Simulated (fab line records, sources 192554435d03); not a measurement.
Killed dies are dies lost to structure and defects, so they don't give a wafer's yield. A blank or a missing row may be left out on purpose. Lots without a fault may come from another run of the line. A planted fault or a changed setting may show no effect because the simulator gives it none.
Which tool did it? | flow n5_finfet | 10 lots, 27 wafers sampled, at 4 steps of a route of 1938

WHAT THE GAUGES READ, wafer by wafer
N5_BEOL_M4_OCD_MEAS_38.
lot  | measured     | on     | trench_depth_nm (nm)
L871 | day 8 06:46  | ocd-02 | 56.3 55.5
L876 | day 9 09:47  | ocd-02 | 54.2 54.9 54.1
L878 | day 10 00:31 | ocd-02 | 56.2 53.6 52.9
L880 | day 10 08:53 | ocd-02 | 55.3 57.5 57.5
L879 | day 10 16:38 | ocd-01 | 53.7 56.4 56.0
L882 | day 10 19:45 | ocd-01 | 55.6 55.2 55.0
L886 | day 11 13:19 | ocd-01 | 55.6 55.1 54.7
L888 | day 12 11:31 | ocd-02 | 17.3 44.3 56.8
L889 | day 12 11:35 | ocd-01 | 38.3 54.5
L891 | day 13 06:01 | ocd-01 | 25.5 56.4

WHICH TOOL RAN EACH LOT (tool, then ch and the chambers of the sampled wafers, then the start)
lot  | N5_BEOL_M4_HM_DEP_02         | N5_BEOL_M4_DESCUM_33               | N5_BEOL_M4_ETCH_70
L871 | pvd_sputter-02, day 8 00:14  | rie_diel-01 ch 3, day 8 03:42      | rie_diel-01 ch 0,2, day 8 06:24
L876 | pvd_sputter-01, day 9 02:44  | rie_diel-03 ch 0,1,3, day 9 04:52  | rie_diel-01 ch 1,3, day 9 09:26
L878 | pvd_sputter-02, day 9 18:35  | rie_diel-05 ch 1,2,3, day 9 20:28  | rie_diel-05 ch 0,1,2, day 10 00:10
L880 | pvd_sputter-01, day 9 23:59  | rie_diel-01 ch 0,1,2, day 10 01:24 | rie_diel-01 ch 0,2, day 10 08:31
L879 | pvd_sputter-03, day 10 08:02 | rie_diel-05 ch 1,2, day 10 10:38   | rie_diel-05 ch 0,1,3, day 10 16:17
L882 | pvd_sputter-02, day 10 16:23 | rie_diel-05 ch 1,2,3, day 10 17:55 | rie_diel-01 ch 1,3, day 10 19:23
L886 | pvd_sputter-01, day 11 05:59 | rie_diel-03 ch 0,3, day 11 07:34   | rie_diel-01 ch 0,1,3, day 11 12:57
L888 | pvd_sputter-01, day 12 04:00 | rie_diel-05 ch 0,1,3, day 12 05:33 | rie_diel-01 ch 1,2, day 12 11:10
L889 | pvd_sputter-01, day 12 07:50 | rie_diel-03 ch 2,3, day 12 09:26   | rie_diel-03 ch 2,3, day 12 11:13
L891 | pvd_sputter-01, day 12 20:13 | rie_diel-01 ch 1,2, day 12 21:52   | rie_diel-01 ch 2, day 13 05:40
- N5_BEOL_M4_HM_DEP_02: deposits TiN, target thk 20 nm.
- N5_BEOL_M4_DESCUM_33: chemistry O2, time 7 s.
- N5_BEOL_M4_ETCH_70: etches SOC in N2/H2, target depth 80 nm, overetch 24 nm, time 130 s.

THE ANSWER, worked out from the rows above alone
Rule: what is usual is taken from the lots themselves. Put in order of their means at a reading, lots are off if they are a third of the lots or fewer, leave a main group of 4 or more, and stand apart from it by a gap of 3 or more times the standard deviation of the main group's means; of several such gaps the widest counts. A main group whose means are all the same, to the digits that the tables above print for the reading, isn't used. A lot without any number at a reading at which 4 lots or more have one is off too. The other lots that the step has rows for count as sound.
Off: L888, L889, L891, at N5_BEOL_M4_OCD_MEAS_38 (trench_depth_nm). The main group: mean 55.3 nm, standard deviation 0.8.
A tool fits if, at a process step before that reading, it ran every lot that is off, and no sound lot after the first of them. The gauges at N5_BEOL_M4_OCD_MEAS_38 are tried like those tools. One fits: pvd_sputter-01 at N5_BEOL_M4_HM_DEP_02. Its last sound lot is L886 (day 11 05:59), its first lot that is off L888 (day 12 04:00): a fault that began between those two fits.

WHAT THE SIMULATOR HAD PUT IN
Process parameter drift: pvd_sputter-01, from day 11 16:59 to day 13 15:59, at N5_BEOL_M4_HM_DEP_02. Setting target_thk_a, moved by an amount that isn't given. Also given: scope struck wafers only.
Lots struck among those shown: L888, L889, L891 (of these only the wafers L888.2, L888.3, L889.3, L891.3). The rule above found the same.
